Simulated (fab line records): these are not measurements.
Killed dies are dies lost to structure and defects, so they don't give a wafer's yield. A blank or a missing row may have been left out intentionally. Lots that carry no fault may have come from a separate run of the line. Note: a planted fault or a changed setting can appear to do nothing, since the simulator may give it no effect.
Chamber matching | flow n5-finfet | N5_BEOL_M3_CO_CAP_55 on cvd-co-01 has 3 sister chambers
The step material Co, precursor CCTBA/H2, target thk 2 nm, time 102.1 s. 3 wafers are shown with their chamber, then 7 later ones without.

== WAFERS, EACH WITH ITS CHAMBER ==
wafer  | chamber | heater-power-w (W)
L087.2 | 1       | 248
L088.1 | 0       | 266
L088.4 | 2       | 229

== WAFERS WITH NO CHAMBER GIVEN ==
wafer  | heater-power-w (W)
L088.6 | 265
L089.2 | 246
L089.3 | 226
L089.5 | 231
L092.2 | 268
L092.3 | 233
L092.5 | 262

== CHAMBER TAKEN BY EACH ==
wafer  | from the rows above | in truth
L088.6 | 0                   | 0
L089.2 | 1                   | 1
L089.3 | 2                   | 2
L089.5 | 2                   | 2
L092.2 | 0                   | 0
L092.3 | 2                   | 2
L092.5 | 0                   | 0
Correctly placed: 7 of 7. Can't be placed from these rows: 0. Placed wrongly: 0.
How it was worked out, from the rows above alone: a wafer's distance from a chamber is the root of the sum, over the readings, of the square of ((its reading less the chamber's mean) divided by the reading's scatter). The wafer belongs to the nearest chamber; if the next one is less than 2 further off, it can't be placed. A chamber's mean is the mean of its shown wafers. The scatter: with one shown wafer a chamber, the root of the mean of the squares of how far each hidden wafer lies from its nearest shown one.
